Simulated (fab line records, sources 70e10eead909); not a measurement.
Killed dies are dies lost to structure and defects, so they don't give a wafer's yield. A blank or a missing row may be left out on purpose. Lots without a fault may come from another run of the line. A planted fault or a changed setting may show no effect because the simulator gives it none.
A struck lot beside a sound one | flow nand_harc | 15 steps out of a route of 1159
Sound: wafers L927.2, L927.3, L927.6. Struck: wafers L935.3, L935.5, L935.6. The cause comes at the end.
At each step with rows: each side's tool, then ch and its chambers, then its first start. Under that, the readings that differ: sound wafers | struck wafers | difference of the means | sigmas: that difference in standard deviations of wafers without a fault.
alike: readings whose means differ by less than 2 such deviations, and words and numbers that are the same on both sides. not compared: withheld readings, readings that some wafer has no value for, bounds like >300 that may hide the same value, and numbers for which the record gives no deviation and whose values overlap.
The two part at a step that has a row with sigmas, a row that says differs or no value, or rows on one side only. Numbers that don't overlap but have no deviation are shown without sigmas and don't part them. A reading that every wafer of one side lacks parts them only if that side has two wafers or more.

first, 1 step without rows for these wafers: NHARC_A_ONON_D1_DEP_12 (target thk 1000 nm).
NHARC_A_ONON_D1_THK_MEAS_14: measures by ellipsometry.
  sound on film_metro-01, day 9 23:31; struck on film_metro-01, day 12 04:27
  alike: thk_nm
then, 2 steps without rows for these wafers: NHARC_A_ONON_D1_ANNEAL_15 (time 3600 s); NHARC_A_ONON_D1_DEP_16 (target thk 1000 nm).
NHARC_A_ONON_D1_THK_MEAS_18: measures by ellipsometry.
  sound on film_metro-01, day 10 07:53; struck on film_metro-02, day 12 12:32
  alike: thk_nm
then, 1 step without rows for these wafers: NHARC_A_ONON_D1_DEP_19 (target thk 1000 nm).
NHARC_A_ONON_D1_THK_MEAS_21: measures by ellipsometry.
  sound on film_metro-01, day 10 08:28; struck on film_metro-02, day 12 13:07
  alike: thk_nm
then, 1 step without rows for these wafers: NHARC_A_ONON_D1_DEP_22 (target thk 1000 nm).
NHARC_A_ONON_D1_THK_MEAS_24: measures by ellipsometry.
  sound on film_metro-01, day 10 09:01; struck on film_metro-02, day 12 13:40
  alike: thk_nm
then, 1 step without rows for these wafers: NHARC_A_ONON_D1_DEP_25 (target thk 1000 nm).
NHARC_A_ONON_D1_THK_MEAS_27: measures by ellipsometry.
  sound on film_metro-01, day 10 09:35; struck on film_metro-02, day 12 14:16
  alike: thk_nm
NHARC_A_ONON_D1_DEP_28: target thk 1000 nm.
  sound on pecvd_onon-03 ch 0, day 10 09:43; struck on pecvd_onon-03 ch 0, day 12 14:26
  alike: n2_flow_sccm, nh3_flow_sccm
NHARC_A_ONON_D1_THK_MEAS_30: measures by ellipsometry.
  sound on film_metro-01, day 10 10:10; struck on film_metro-01, day 12 14:50
  reading     | sound       | struck         | difference | sigmas
  thk_nm (nm) | 989 989 992 | 1830 1831 1830 | +840       | +70
NHARC_A_ONON_D1_DEP_33: deposits SiO2, target thk 200 nm.
  sound on pecvd-03 ch 0,1,2, day 10 10:13; struck on pecvd-03 ch 0,1, day 12 14:56
  alike: heater_power_w, throttle_valve_pct
-- the record jumps here: 12 days lie between the struck wafers' starts before and after (it left off in module A_ONON_D1 and takes up again in module END, whose first step shown is number 1159 of the route) --
NHARC_END_SORT_01:
  the record has rows for the struck wafers here (prober-01 ch 0, day 24 06:44) and none for the sound ones

WHERE THEY PART
First at NHARC_A_ONON_D1_THK_MEAS_30; last, within this record, at NHARC_END_SORT_01.

WHY: what the simulator had put in
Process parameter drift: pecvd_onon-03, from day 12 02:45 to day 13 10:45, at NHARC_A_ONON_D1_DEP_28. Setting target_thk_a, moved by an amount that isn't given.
